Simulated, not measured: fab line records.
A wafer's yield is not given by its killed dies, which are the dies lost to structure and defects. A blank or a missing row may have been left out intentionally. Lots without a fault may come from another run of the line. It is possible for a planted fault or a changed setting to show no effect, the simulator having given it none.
Chamber matching :: flow n5-finfet :: N5_BEOL_M6_ALD_77 on ald-metal-02: 4 sister chambers
The step deposits TaN, target thk 2 nm, pulse time 2 s, purge time 3 s. 30 wafers are shown with their chamber, then 12 later ones without.

## WAFERS, EACH WITH ITS CHAMBER
wafer: L074.1
chamber: 3
heater-power-w (W): 421

wafer: L074.2
chamber: 0
heater-power-w (W): 401

wafer: L074.3
chamber: 1
heater-power-w (W): 426

wafer: L074.4
chamber: 3
heater-power-w (W): 425

wafer: L074.5
chamber: 1
heater-power-w (W): 416

wafer: L074.6
chamber: 0
heater-power-w (W): 413

wafer: L075.1
chamber: 3
heater-power-w (W): 423

wafer: L075.3
chamber: 1
heater-power-w (W): 438

wafer: L075.5
chamber: 3
heater-power-w (W): 426

wafer: L076.1
chamber: 2
heater-power-w (W): 488

wafer: L076.2
chamber: 1
heater-power-w (W): 423

wafer: L076.3
chamber: 0
heater-power-w (W): 418

wafer: L076.4
chamber: 2
heater-power-w (W): 475

wafer: L076.5
chamber: 1
heater-power-w (W): 418

wafer: L076.6
chamber: 0
heater-power-w (W): 412

wafer: L077.3
chamber: 2
heater-power-w (W): 469

wafer: L077.5
chamber: 2
heater-power-w (W): 480

wafer: L077.6
chamber: 1
heater-power-w (W): 420

wafer: L080.1
chamber: 1
heater-power-w (W): 431

wafer: L080.2
chamber: 2
heater-power-w (W): 467

wafer: L080.3
chamber: 0
heater-power-w (W): 428

wafer: L080.4
chamber: 3
heater-power-w (W): 423

wafer: L080.5
chamber: 0
heater-power-w (W): 417

wafer: L080.6
chamber: 3
heater-power-w (W): 421

wafer: L083.3
chamber: 2
heater-power-w (W): 459

wafer: L083.4
chamber: 0
heater-power-w (W): 418

wafer: L083.5
chamber: 3
heater-power-w (W): 418

wafer: L085.2
chamber: 1
heater-power-w (W): 432

wafer: L085.3
chamber: 2
heater-power-w (W): 475

wafer: L085.5
chamber: 0
heater-power-w (W): 406

SIGNATURES (averages over the wafers above)
reading: heater-power-w
chamber 0: 414.12
chamber 1: 425.50
chamber 2: 473.29
chamber 3: 422.43
scatter within a chamber: 7.49
Rule: for each reading, subtract the chamber's mean from the wafer's reading, divide by that reading's scatter and square the result; add these up over the readings and take the root, which gives the wafer's distance from the chamber. If the next closest chamber is less than 2 further off than the closest, the wafer can't be placed; otherwise it belongs to the closest. How the scatter is found: for the shown wafers, subtract from each reading the mean of its chamber, square and add these, divide the total by (wafers less chambers), then take the root.

## WAFERS WITH NO CHAMBER GIVEN
wafer: L086.1
heater-power-w (W): 413

wafer: L086.4
heater-power-w (W): 426

wafer: L086.6
heater-power-w (W): 415

wafer: L088.2
heater-power-w (W): 422

wafer: L088.5
heater-power-w (W): 414

wafer: L088.6
heater-power-w (W): 426

wafer: L091.1
heater-power-w (W): 425

wafer: L091.3
heater-power-w (W): 461

wafer: L091.5
heater-power-w (W): 468

wafer: L095.1
heater-power-w (W): 435

wafer: L095.2
heater-power-w (W): 419

wafer: L095.4
heater-power-w (W): 422

## EACH ONE'S CHAMBER
wafer: L086.1
from the rows above: can't be placed: 0 or 3 or 1
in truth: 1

wafer: L086.4
from the rows above: can't be placed: 1 or 3 or 0
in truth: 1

wafer: L086.6
from the rows above: can't be placed: 0 or 3 or 1
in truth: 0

wafer: L088.2
from the rows above: can't be placed: 3 or 1 or 0
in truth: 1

wafer: L088.5
from the rows above: can't be placed: 0 or 3 or 1
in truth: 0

wafer: L088.6
from the rows above: can't be placed: 1 or 3 or 0
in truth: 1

wafer: L091.1
from the rows above: can't be placed: 1 or 3 or 0
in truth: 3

wafer: L091.3
from the rows above: 2
in truth: 2

wafer: L091.5
from the rows above: 2
in truth: 2

wafer: L095.1
from the rows above: can't be placed: 1 or 3 or 0
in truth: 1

wafer: L095.2
from the rows above: can't be placed: 3 or 0 or 1
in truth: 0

wafer: L095.4
from the rows above: can't be placed: 3 or 1 or 0
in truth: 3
2 of 12 placed correctly. Can't be placed from these rows: 10 (the true chamber is among the candidates in 10). Placed wrongly: 0.
